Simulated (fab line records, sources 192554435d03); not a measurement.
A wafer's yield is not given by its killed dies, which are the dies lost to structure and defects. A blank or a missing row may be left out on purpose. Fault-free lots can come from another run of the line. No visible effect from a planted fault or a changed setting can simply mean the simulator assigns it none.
fab line records | flow n5-finfet
record: lots: 9 | wafers: 27 | last-day: 17
route steps=1938 shown BEOL_M3@953 BEOL_M4@1111 PASSIVATION@1936
lots with no fault: from the same line, run without faults
start-h: start of the lot's first displayed wafer, in hours after the record's first day | wait-h: hours since the lot's step before | " repeats the value in the row above | L1.1+2: a single row standing in for several wafers | - no value, or no start was given | * or withheld: withheld | < > ~ a bound
route shown NAME@n: names a module that has steps shown in the file, with the first one's number in the route | usual: mean and standard deviation over wafers with no fault | same: alike in all rows | chamber/n: place in a boat | sites: per-site readings | _std_site: their standard deviation | _edge_site: mean of outer sites minus mean of inner sites | radius-mm: how far each site lies from the wafer's centre | mask NAME#n: copy n | behind: the most recent tool/chamber to have shaped the wafer | hold: reason for holding the lot/hours on hold/outcome of the hold | device: which transistor (n, p or np) failed to switch | end of line: the same wafers' tests at the end of the route | a step with no rows: only its recipe | killed: at the first sort, the dies lost to defects and structure; wafer yield is something else | map: the dies of a wafer, with x for killed, . for not killed, _ for no die there
set.NAME: the setting that was run; set.NAME@STEP: the one run at that earlier step | model.NAME: the simulator's own value behind a step, which no gauge read
one table for each step of the route and one row for each wafer, over a sample of lots
services: a tool's chamber out of use, with start hour (start-h, from the record's first day; less than 0 if before it), hours out, and reason
== steps ==
step: N5_BEOL_M3_STRIP_66
recipe: chemistry: CF4 | resist: SiARC | power-w: 300 | bias-power-w: 75 | pressure-mtorr: 50 | cf4-flow-sccm: 150 | rf-frequency-hz: 6e+07
usual: drypump-motor-current-A: 5.9/0.47 | oes-product-au: 0.72/0.052 | rf-vpp-V: 271.0/1.7 | showerhead-plenum-p-Torr: 1.79/0.062 | throttle-valve-pct: 13.69/0.17
lot.wafer | tool        | chamber | start-h | wait-h | drypump-motor-current-A | oes-product-au | rf-hours-counter-h | rf-vpp-V | showerhead-plenum-p-Torr | throttle-valve-pct
L946.1    | rie-diel-02 | 3       | 140.75  | 0.0    | 6.6                     | 0.67           | 240                | 272.8    | 1.84                     | 13.82
L946.2    | "           | 1       | "       | "      | 6.2                     | 0.76           | 135                | 269.1    | 1.73                     | 13.49
L946.3    | "           | 2       | "       | "      | 6.1                     | 0.74           | 149                | 270.6    | 1.81                     | 13.57
L947.1    | rie-diel-02 | 1       | 155.29  | 0.0    | 6.1                     | 0.76           | 140                | 270.1    | 1.73                     | 13.51
L947.3    | "           | 2       | "       | "      | 6.1                     | 0.74           | 153                | 271.7    | 1.81                     | 13.58
L947.5    | "           | 2       | "       | "      | 6.1                     | 0.73           | -                  | 272.0    | 1.81                     | 13.58
L948.1    | rie-diel-02 | 3       | 172.02  | 0.0    | 6.7                     | 0.66           | 248                | 271.3    | 1.84                     | 13.87
L948.4    | "           | 1       | "       | "      | 6.2                     | 0.76           | 145                | 269.5    | 1.73                     | 13.52
L948.5    | "           | 0       | "       | "      | 5.1                     | 0.80           | -                  | 273.2    | 1.88                     | 13.49
L955.2    | rie-diel-02 | 3       | 200.44  | 0.0    | 6.7                     | 0.96           | 2                  | 271.8    | 1.84                     | 13.31
L955.3    | "           | 1       | "       | "      | 6.2                     | 0.75           | 154                | 269.4    | 1.73                     | 13.52
L955.6    | "           | 0       | "       | "      | 5.1                     | 0.80           | -                  | 273.2    | 1.88                     | 13.51
L959.2    | rie-diel-04 | 1       | 237.87  | 0.0    | 6.0                     | 0.70           | 176                | 271.8    | 1.86                     | 13.70
L959.3    | "           | 3       | "       | "      | 5.9                     | 0.69           | 195                | 272.9    | 1.84                     | 13.62
L959.5    | "           | 0       | "       | "      | 6.3                     | 0.70           | -                  | 269.4    | 1.71                     | 14.03
L962.1    | rie-diel-04 | 3       | 245.06  | 0.0    | 6.0                     | 0.69           | 198                | 272.5    | 1.84                     | 13.64
L962.5    | "           | 0       | "       | "      | 6.3                     | 0.70           | -                  | 266.6    | 1.71                     | 14.04
L962.6    | "           | 1       | "       | "      | 6.0                     | 0.70           | -                  | 272.0    | 1.86                     | 13.70
L965.3    | rie-diel-03 | 0       | 262.66  | 0.0    | 5.9                     | 0.94           | 3                  | 272.1    | 1.90                     | 13.25
L965.5    | "           | 1       | "       | "      | 6.5                     | 0.70           | -                  | 271.5    | 1.77                     | 13.77
L965.6    | "           | 2       | "       | "      | 5.3                     | 0.70           | -                  | 270.5    | 1.78                     | 13.58
L966.2    | rie-diel-04 | 1       | 266.54  | 0.0    | 6.0                     | 0.70           | 184                | 272.7    | 1.85                     | 13.71
L966.5    | "           | 1       | "       | "      | 6.0                     | 0.70           | -                  | 271.5    | 1.85                     | 13.73
L966.6    | "           | 3       | "       | "      | 6.0                     | 0.69           | -                  | 271.6    | 1.84                     | 13.65
L969.1    | rie-diel-04 | 2       | 281.16  | 0.0    | 5.4                     | 0.72           | 176                | 270.0    | 1.79                     | 13.69
L969.2    | "           | 0       | "       | "      | 6.3                     | 0.68           | 243                | 268.0    | 1.71                     | 14.05
L969.6    | "           | 3       | "       | "      | 6.0                     | 0.68           | -                  | 273.5    | 1.84                     | 13.64
step: N5_BEOL_M3_CD_MEAS_28
recipe: target-cd-nm: 25.7 | landing-energy-ev: 500 | detector: se-inlens | target-cd-y-nm: 23.3 | polarity: opening
usual: cd-nm: 25.66/0.27
lot.wafer | tool      | chamber | start-h | wait-h | cd-nm
L946.1    | cd-sem-03 | 0       | 141.29  | -      | 25.28
L946.2    | "         | 0       | "       | "      | 25.80
L946.3    | "         | 0       | "       | "      | 25.39
L947.1    | cd-sem-02 | 0       | 155.96  | -      | 25.73
L947.3    | "         | 0       | "       | "      | 25.89
L947.5    | "         | 0       | "       | "      | 25.89
L948.1    | cd-sem-03 | 0       | 172.59  | -      | 25.64
L948.4    | "         | 0       | "       | "      | 25.50
L948.5    | "         | 0       | "       | "      | 25.56
L955.2    | cd-sem-02 | 0       | 201.11  | -      | 25.30
L955.3    | "         | 0       | "       | "      | 25.56
L955.6    | "         | 0       | "       | "      | 25.53
L959.2    | cd-sem-02 | 0       | 238.42  | -      | 25.74
L959.3    | "         | 0       | "       | "      | 25.48
L959.5    | "         | 0       | "       | "      | 25.88
L962.1    | cd-sem-02 | 0       | 245.60  | -      | 26.01
L962.5    | "         | 0       | "       | "      | 25.98
L962.6    | "         | 0       | "       | "      | 25.71
L965.3    | cd-sem-02 | 0       | 263.42  | -      | 25.16
L965.5    | "         | 0       | "       | "      | 25.77
L965.6    | "         | 0       | "       | "      | 25.33
L966.2    | cd-sem-03 | 0       | 267.17  | -      | 25.76
L966.5    | "         | 0       | "       | "      | 25.61
L966.6    | "         | 0       | "       | "      | 25.51
L969.1    | cd-sem-03 | 0       | 281.85  | -      | 25.20
L969.2    | "         | 0       | "       | "      | 25.61
L969.6    | "         | 0       | "       | "      | 25.63
step: N5_BEOL_M3_ETCH_77
recipe: chemistry: N2/H2 | target: underlayer | target-depth-a: 65 | mask-material: CAR-EUV | time-s: 5.2 | ion-energy-ev: 200 | pressure-mtorr: 30 | source-w: 840 | bias-w: 150 | n2-flow-sccm: 200 | h2-flow-sccm: 200 | ends: cleared
usual: drypump-motor-current-A: 5.9/0.52 | etch-rf-on-time-s: 5.20/0.11 | oes-product-au: 0.64/0.06 | rf-vpp-V: 523.6/2.8 | showerhead-plenum-p-Torr: 2.53/0.092 | throttle-valve-pct: 17.83/0.13
lot.wafer | tool        | chamber | start-h | wait-h | drypump-motor-current-A | etch-rf-on-time-s | oes-product-au | rf-hours-counter-h | rf-vpp-V | showerhead-plenum-p-Torr | throttle-valve-pct
L946.1    | rie-diel-03 | 0       | 141.44  | 0.0    | 5.9                     | 5.13              | 0.59           | 225                | 519.2    | 2.40                     | 17.96
L946.2    | "           | 3       | "       | "      | 5.3                     | 5.20              | 0.64           | 162                | 522.6    | 2.42                     | 17.90
L946.3    | "           | 2       | "       | "      | 5.3                     | 5.23              | 0.63           | 182                | 523.9    | 2.54                     | 17.80
L947.1    | rie-diel-03 | 0       | 156.11  | 0.0    | 5.9                     | 5.11              | 0.59           | 230                | 520.7    | 2.40                     | 17.94
L947.3    | "           | 2       | "       | "      | 5.3                     | 5.18              | 0.62           | 186                | 524.2    | 2.54                     | 17.82
L947.5    | "           | 1       | "       | "      | 6.5                     | 5.14              | 0.61           | -                  | 522.3    | 2.53                     | 17.86
L948.1    | rie-diel-02 | 1       | 172.75  | 0.0    | 6.1                     | 5.29              | 0.64           | 145                | 521.0    | 2.44                     | 17.76
L948.4    | "           | 2       | "       | "      | 6.2                     | 5.37              | 0.63           | 159                | 522.1    | 2.54                     | 17.71
L948.5    | "           | 0       | "       | "      | 5.1                     | 5.22              | 0.68           | -                  | 527.7    | 2.67                     | 17.70
L955.2    | rie-diel-02 | 3       | 201.27  | 0.0    | 6.6                     | 5.16              | 0.83           | 3                  | 525.5    | 2.60                     | 17.60
L955.3    | "           | 2       | "       | "      | 6.2                     | 5.40              | 0.62           | 168                | 524.9    | 2.53                     | 17.73
L955.6    | "           | 0       | "       | "      | 5.1                     | 5.16              | 0.68           | -                  | 526.4    | 2.66                     | 17.70
L959.2    | rie-diel-03 | 3       | 238.58  | 0.0    | 5.3                     | 3.40              | 0.80           | 192                | 521.1    | 2.40                     | 17.99
L959.3    | "           | 1       | "       | "      | 6.5                     | 3.33              | 0.79           | 201                | 520.7    | 2.52                     | 17.93
L959.5    | "           | 3       | "       | "      | 5.3                     | 3.40              | 0.80           | -                  | 518.8    | 2.40                     | 17.98
L962.1    | rie-diel-03 | 3       | 245.76  | 0.0    | 5.3                     | 3.47              | 0.77           | 195                | 522.1    | 2.40                     | 17.99
L962.5    | "           | 1       | "       | "      | 6.5                     | 3.39              | 0.78           | -                  | 520.1    | 2.51                     | 17.96
L962.6    | "           | 3       | "       | "      | 5.3                     | 3.47              | 0.78           | -                  | 520.4    | 2.40                     | 18.00
L965.3    | rie-diel-04 | 1       | 263.59  | 0.0    | 6.1                     | 5.15              | 0.59           | 183                | 528.4    | 2.63                     | 17.98
L965.5    | "           | 0       | "       | "      | 6.4                     | 5.02              | 0.62           | -                  | 518.7    | 2.39                     | 18.09
L965.6    | "           | 3       | "       | "      | 6.0                     | 5.07              | 0.60           | -                  | 528.7    | 2.62                     | 17.73
L966.2    | rie-diel-04 | 1       | 267.32  | 0.0    | 6.0                     | 5.10              | 0.61           | 184                | 524.4    | 2.63                     | 17.97
L966.5    | "           | 3       | "       | "      | 5.9                     | 5.06              | 0.60           | -                  | 525.5    | 2.62                     | 17.72
L966.6    | "           | 1       | "       | "      | 6.0                     | 5.11              | 0.61           | -                  | 524.3    | 2.63                     | 17.97
L969.1    | rie-diel-02 | 0       | 282.01  | 0.0    | 5.1                     | 5.22              | 0.66           | 132                | 527.4    | 2.65                     | 17.80
L969.2    | "           | 2       | "       | "      | 6.1                     | 5.34              | 0.60           | 192                | 525.0    | 2.52                     | 17.76
L969.6    | "           | 3       | "       | "      | 6.6                     | 5.14              | 0.77           | -                  | 525.9    | 2.59                     | 17.63
step: N5_BEOL_M3_ETCHBACK_99
recipe: chemistry: CHF3 | target: SiO2 | target-depth-a: 50 | time-s: 10.4 | source-w: 215 | bias-w: 47 | Ar_flow_sccm: 200 | CHF3_flow_sccm: 12 | ion-energy-ev: 100 | pressure-mtorr: 30
usual: drypump-motor-current-A: 5.9/0.49 | oes_f_703_au: 0.76/0.071 | oes-product-au: 0.76/0.079 | rf-vpp-V: 241.4/2.9 | showerhead-plenum-p-Torr: 2.15/0.081 | throttle-valve-pct: 17.10/0.18
lot.wafer | tool        | chamber | start-h | wait-h | drypump-motor-current-A | oes_f_703_au | oes-product-au | rf-hours-counter-h | rf-vpp-V | showerhead-plenum-p-Torr | throttle-valve-pct
L946.1    | rie-diel-04 | 3       | 148.11  | 6.5    | 5.9                     | 0.75         | 0.72           | 169                | 245.2    | 2.25                     | 17.12
L946.2    | "           | 1       | "       | "      | 6.0                     | 0.75         | 0.73           | 151                | 239.0    | 2.24                     | 17.10
L946.3    | "           | 2       | "       | "      | 5.4                     | 0.77         | 0.76           | 142                | 237.9    | 2.15                     | 17.04
L947.1    | rie-diel-04 | 1       | 160.39  | 4.1    | 6.0                     | 0.76         | 0.73           | 154                | 240.0    | 2.24                     | 17.12
L947.3    | "           | 0       | "       | "      | 6.3                     | 0.73         | 0.73           | 207                | 245.9    | 2.06                     | 17.44
L947.5    | "           | 1       | "       | "      | 6.0                     | 0.75         | 0.73           | -                  | 239.8    | 2.24                     | 17.12
L948.1    | rie-diel-04 | 3       | 174.39  | 1.5    | 6.0                     | 0.74         | 0.72           | 175                | 244.3    | 2.24                     | 17.13
L948.4    | "           | 1       | "       | "      | 6.0                     | 0.75         | 0.72           | 158                | 238.5    | 2.24                     | 17.11
L948.5    | "           | 2       | "       | "      | 5.4                     | 0.76         | 0.76           | -                  | 238.0    | 2.15                     | 17.07
L955.2    | rie-diel-02 | 0       | 210.00  | 8.2    | 5.1                     | 0.78         | 0.80           | 109                | 245.6    | 2.26                     | 16.99
L955.3    | "           | 2       | "       | "      | 6.1                     | 0.73         | 0.72           | 170                | 240.3    | 2.13                     | 16.92
L955.6    | "           | 3       | "       | "      | 6.6                     | 0.94         | 0.96           | -                  | 245.4    | 2.21                     | 16.89
L959.2    | rie-diel-04 | 3       | 239.89  | 0.3    | 5.9                     | 0.73         | 0.70           | 196                | 244.1    | 2.24                     | 17.15
L959.3    | "           | 0       | "       | "      | 6.3                     | 0.72         | 0.72           | 230                | 244.2    | 2.05                     | 17.51
L959.5    | "           | 0       | "       | "      | 6.3                     | 0.72         | 0.71           | -                  | 244.5    | 2.05                     | 17.51
L962.1    | rie-diel-03 | 1       | 246.82  | 0.9    | 6.5                     | 0.71         | 0.71           | 205                | 239.5    | 2.12                     | 17.16
L962.5    | "           | 1       | "       | "      | 6.5                     | 0.71         | 0.71           | -                  | 239.7    | 2.12                     | 17.16
L962.6    | "           | 0       | "       | "      | 5.9                     | 0.99         | 0.99           | -                  | 245.7    | 2.31                     | 16.87
L965.3    | rie-diel-02 | 1       | 267.50  | 3.6    | 6.2                     | 0.74         | 0.73           | 174                | 238.8    | 2.06                     | 17.05
L965.5    | "           | 1       | "       | "      | 6.1                     | 0.73         | 0.72           | -                  | 238.7    | 2.06                     | 17.04
L965.6    | "           | 0       | "       | "      | 5.1                     | 0.77         | 0.77           | -                  | 244.2    | 2.25                     | 17.01
L966.2    | rie-diel-04 | 1       | 267.90  | 0.4    | 6.0                     | 0.73         | 0.70           | 184                | 237.4    | 2.23                     | 17.15
L966.5    | "           | 3       | "       | "      | 5.9                     | 0.72         | 0.70           | -                  | 244.7    | 2.23                     | 17.17
L966.6    | "           | 1       | "       | "      | 6.0                     | 0.73         | 0.70           | -                  | 239.7    | 2.23                     | 17.16
L969.1    | rie-diel-03 | 1       | 292.13  | 9.9    | 6.5                     | 0.70         | 0.69           | 218                | 241.0    | 2.11                     | 17.18
L969.2    | "           | 2       | "       | "      | 5.3                     | 0.69         | 0.70           | 231                | 237.7    | 2.12                     | 16.93
L969.6    | "           | 1       | "       | "      | 6.5                     | 0.70         | 0.70           | -                  | 239.0    | 2.11                     | 17.19
step: N5_BEOL_M4_RC_MEAS_101
usual: DIBL_N: 35.8/1.6 | DIBL_P: 36.0/2.1 | IOFF_N: 0.153/0.026 | IOFF_P: 0.21/0.037 | ION_N: 673/11 | ION_P: 462/7.6 | SS_N: 71.4/0.53 | SS_P: 73.2/0.67 | VT_N: 250/3.2 | VT_P: -250/3.7
lot.wafer | tool      | chamber | start-h | wait-h | DIBL_N[mV/V] | DIBL_P[mV/V] | IOFF_N[nA/um] | IOFF_P[nA/um] | ION_N[uA/um] | ION_P[uA/um] | SS_N[mV/dec] | SS_P[mV/dec] | VT_N[mV] | VT_P[mV]
L946.1    | prober-02 | 0       | 169.42  | 0.0    | 37.3         | 39.2         | 0.188         | 0.26          | 684          | 476          | 70.9         | 74.0         | 245      | -248
L946.2    | "         | 0       | "       | "      | 33.5         | 33.7         | 0.117         | 0.17          | 662          | 463          | 71.1         | 72.5         | 256      | -251
L946.3    | "         | 0       | "       | "      | 37.9         | 38.8         | 0.207         | 0.27          | 700          | 476          | 71.1         | 74.2         | 243      | -245
L947.1    | prober-02 | 0       | 177.41  | 0.0    | 35.3         | 36.1         | 0.139         | 0.18          | 670          | 453          | 71.1         | 73.2         | 252      | -255
L947.3    | "         | 0       | "       | "      | 37.4         | 37.9         | 0.165         | 0.20          | 675          | 460          | 71.7         | 73.4         | 250      | -250
L947.5    | "         | 0       | "       | "      | 35.5         | 35.7         | 0.137         | 0.18          | 673          | 456          | 71.6         | 72.4         | 253      | -252
L948.1    | prober-01 | 0       | 191.95  | 0.0    | 36.7         | 38.9         | 0.176         | 0.28          | 693          | 472          | 71.4         | 74.1         | 250      | -243
L948.4    | "         | 0       | "       | "      | 37.7         | 40.2         | 0.201         | 0.32          | 682          | 477          | 72.1         | 74.1         | 246      | -240
L948.5    | "         | 0       | "       | "      | 35.7         | 37.7         | 0.146         | 0.26          | 673          | 470          | 71.0         | 73.2         | 252      | -244
L955.2    | prober-01 | 0       | 224.95  | 0.2    | 35.2         | 35.2         | 0.136         | 0.18          | 671          | 462          | 71.4         | 73.4         | 250      | -252
L955.3    | "         | 0       | "       | "      | 35.3         | 35.7         | 0.153         | 0.20          | 688          | 468          | 70.8         | 72.8         | 249      | -249
L955.6    | "         | 0       | "       | "      | 36.4         | 37.6         | 0.168         | 0.22          | 688          | 469          | 71.9         | 72.6         | 246      | -248
L959.2    | prober-01 | 0       | 251.81  | 0.2    | 34.2         | 35.2         | 0.139         | 0.20          | 672          | 467          | 71.2         | 72.5         | 252      | -251
L959.3    | "         | 0       | "       | "      | 34.2         | 34.9         | 0.136         | 0.21          | 676          | 472          | 71.8         | 72.8         | 253      | -248
L959.5    | "         | 0       | "       | "      | 35.0         | 35.9         | 0.168         | 0.23          | 678          | 466          | 71.3         | 73.4         | 247      | -249
L962.1    | prober-02 | 0       | 269.28  | 0.0    | 35.6         | 34.1         | 0.139         | 0.19          | 669          | 461          | 71.6         | 73.0         | 252      | -252
L962.5    | "         | 0       | "       | "      | 37.7         | 36.3         | 0.164         | 0.22          | 667          | 461          | 71.1         | 73.8         | 252      | -251
L962.6    | "         | 0       | "       | "      | 36.3         | 34.5         | 0.134         | 0.19          | 669          | 459          | 71.4         | 73.2         | 251      | -249
L966.2    | prober-02 | 0       | 285.42  | 0.2    | 33.9         | 35.1         | 0.134         | 0.19          | 659          | 463          | 70.9         | 73.0         | 254      | -250
L966.5    | "         | 0       | "       | "      | 35.2         | 36.3         | 0.168         | 0.23          | 673          | 466          | 71.8         | 73.2         | 248      | -246
L966.6    | "         | 0       | "       | "      | 35.8         | 37.1         | 0.181         | 0.23          | 680          | 460          | 72.2         | 73.5         | 249      | -246
L965.3    | prober-01 | 0       | 289.61  | 0.3    | 36.5         | 36.6         | 0.159         | 0.20          | 669          | 459          | 71.4         | 73.7         | 253      | -251
L965.5    | "         | 0       | "       | "      | 37.5         | 37.0         | 0.174         | 0.21          | 680          | 464          | 72.2         | 73.4         | 250      | -249
L965.6    | "         | 0       | "       | "      | 34.7         | 35.0         | 0.136         | 0.18          | 661          | 460          | 70.6         | 72.9         | 253      | -254
L969.1    | prober-01 | 0       | 306.13  | 0.0    | 38.3         | 36.3         | 0.182         | 0.21          | 675          | 454          | 71.5         | 73.9         | 248      | -251
L969.2    | "         | 0       | "       | "      | 34.6         | 32.5         | 0.124         | 0.17          | 668          | 456          | 71.3         | 72.6         | 254      | -253
L969.6    | "         | 0       | "       | "      | 35.0         | 33.8         | 0.136         | 0.18          | 665          | 461          | 71.1         | 73.1         | 249      | -253
step: N5_PASSIVATION_PROBE_49
usual: defect-limited-yield: 91.3/1.5 | killed_at_M0_to_M3: 33/12 | killed_at_M4_up: 13/5.2 | killed-at-contacts: 13/6.7 | killed-at-front-end: 40/11 | killed-at-other: 4.1/2.7 | killed-dies: 103/17 | killed-open: 69/13 | killed-short: 33/8.4 | sort_bin_5_function: 5.1/1 | sort_bin_6_memory: 3.2/0.62 | sort-n-pass: 1077/17 | sort-yield-pct: 91.3/1.5
same: gross-dies: 1180 | killed-at-back-side: 0 | sort_bin_4_leakage[%]: 0 | sort_bin_8_speed[%]: 0
lot.wafer | tool      | chamber | start-h | wait-h | defect-limited-yield[%] | killed_at_M0_to_M3 | killed_at_M4_up | killed-at-contacts | killed-at-front-end | killed-at-other | killed-dies | killed-open | killed-short | sort_bin_5_function[%] | sort_bin_6_memory[%] | sort-n-pass | sort-yield-pct[%]
L962.1    | prober-02 | -       | 382.38  | 0.0    | 90.2                    | 42                 | 12              | 15                 | 46                  | 1               | 116         | 85          | 31           | 5.8                    | 3.9                  | 1064        | 90.2
L962.5    | prober-02 | -       | 382.58  | 0.2    | 86.7                    | 86                 | 9               | 9                  | 49                  | 4               | 157         | 100         | 56           | 8.1                    | 4.3                  | 1023        | 86.7
L962.6    | prober-02 | -       | 382.63  | 0.3    | 87.9                    | 58                 | 17              | 21                 | 46                  | 1               | 143         | 98          | 45           | 7.7                    | 4.2                  | 1037        | 87.9
L966.2    | prober-01 | -       | 394.75  | 0.3    | 91.9                    | 24                 | 10              | 17                 | 41                  | 4               | 96          | 70          | 23           | 4.6                    | 3.3                  | 1084        | 91.9
L966.5    | prober-01 | -       | 394.90  | 0.5    | 91.6                    | 28                 | 13              | 18                 | 30                  | 10              | 99          | 70          | 26           | 5.3                    | 3.1                  | 1081        | 91.6
L966.6    | prober-01 | -       | 394.95  | 0.5    | 90.8                    | 34                 | 11              | 19                 | 35                  | 9               | 108         | 65          | 39           | 5.3                    | 3.1                  | 1072        | 90.8
killed by level:class
L962.1 BEOL_M0_SAQP:geometric-particle:open=15 FIN_SAQP:geometric-particle:open=12 BEOL_M0_SAQP:geometric-particle:short=11 MOL_CONTACT_COAG:geometric-particle:open=11 STI_FIN_REVEAL:geometric-particle:open=10 BEOL_M2:geometric-particle:open=6 BEOL_M1:geometric-particle:open=4 GATE_CUT:geometric-particle:open=4
L962.5 BEOL_M0_SAQP:geometric-particle:open=32 BEOL_M0_SAQP:geometric-particle:short=22 BEOL_M3:geometric-particle:open=11 BEOL_M2:geometric-particle:open=9 GATE_CUT:geometric-particle:short=8 FIN_SAQP:geometric-particle:open=7 STI_FIN_REVEAL:geometric-particle:open=7 DUMMY_GATE:geometric-particle:open=7
L962.6 BEOL_M1:geometric-particle:open=18 MOL_CONTACT_COAG:geometric-particle:open=18 BEOL_M0_SAQP:geometric-particle:short=14 STI_FIN_REVEAL:geometric-particle:open=13 BEOL_M0_SAQP:geometric-particle:open=12 FIN_SAQP:geometric-particle:short=9 GATE_CUT:geometric-particle:short=5 DUMMY_GATE:geometric-particle:open=4
L966.2 MOL_CONTACT_COAG:geometric-particle:open=14 FIN_SAQP:geometric-particle:open=11 BEOL_M0_SAQP:geometric-particle:open=6 BEOL_M0_SAQP:geometric-particle:short=6 BEOL_M2:geometric-particle:open=5 BEOL_M3:geometric-particle:open=5 FIN_SAQP:geometric-particle:short=4 ILD0:geometric-particle:open=4
L966.5 MOL_CONTACT_COAG:geometric-particle:open=17 STI_FIN_REVEAL:geometric-particle:open=10 BEOL_M1:geometric-particle:open=7 GATE_CUT:geometric-particle:short=5 BEOL_M0_SAQP:geometric-particle:short=5 BEOL_M3:geometric-particle:open=5 BEOL_M4:geometric-particle:open=5 PASS1_CAP:geometric-particle:short=5
L966.6 MOL_CONTACT_COAG:geometric-particle:open=15 BEOL_M3:geometric-particle:open=8 BEOL_M0_SAQP:geometric-particle:open=6 BEOL_M2:geometric-particle:open=6 GATE_CUT:geometric-particle:open=5 GATE_CUT:geometric-particle:short=5 BEOL_M0_SAQP:geometric-particle:short=5 MOL_CONTACT_COAG:geometric-particle:short=4
== services ==
tool        | chamber | start-h | hours | kind
rie-diel-04 | -       | 117.44  | 2.2   | repair
rie-diel-03 | 2       | 119.39  | 6.6   | repair
rie-diel-02 | -       | 126.83  | 2.8   | pm
rie-diel-02 | 3       | 178.90  | -     | clean
rie-diel-02 | 3       | 178.90  | -     | consumable-replace:focus-ring
rie-diel-02 | 3       | 178.90  | 12.8  | scheduled-down
rie-diel-02 | 3       | 178.90  | 12.8  | vent-cycle
rie-diel-02 | 3       | 210.65  | 2.9   | repair
rie-diel-03 | 0       | 225.48  | -     | clean
rie-diel-03 | 0       | 225.48  | -     | consumable-replace:focus-ring
rie-diel-03 | 0       | 225.48  | -     | consumable-replace:showerhead
rie-diel-03 | 0       | 225.48  | 21.1  | scheduled-down
rie-diel-03 | 0       | 225.48  | 21.1  | vent-cycle
rie-diel-04 | 2       | 248.97  | 8.5   | repair
rie-diel-02 | 3       | 249.69  | 7.0   | repair
== key ==
first-sign: step: N5_BEOL_M3_ETCH_77 | reading: etch-rf-on-time-s | direction: down | sigmas: 16 | usual: * | struck: *
effect: step: N5_BEOL_M3_ETCH_77 | reading: oes-product-au | direction: up | sigmas: 2.5 | usual: 0.64 | struck: 0.79
met-at N5_BEOL_M3_ETCH_77
struck-lots L959,L962
not-acting-at N5_BEOL_M3_STRIP_66,N5_BEOL_M3_CD_MEAS_28,N5_BEOL_M3_ETCHBACK_99
onset-between 156.11 238.58
fault: kind: process-parameter-drift | tool: rie-diel-03 | chamber: - | onset-h: 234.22 | steps: N5_BEOL_M3_ETCH_77 | channel: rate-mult | offset: 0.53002 | shape: step | end-h: 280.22
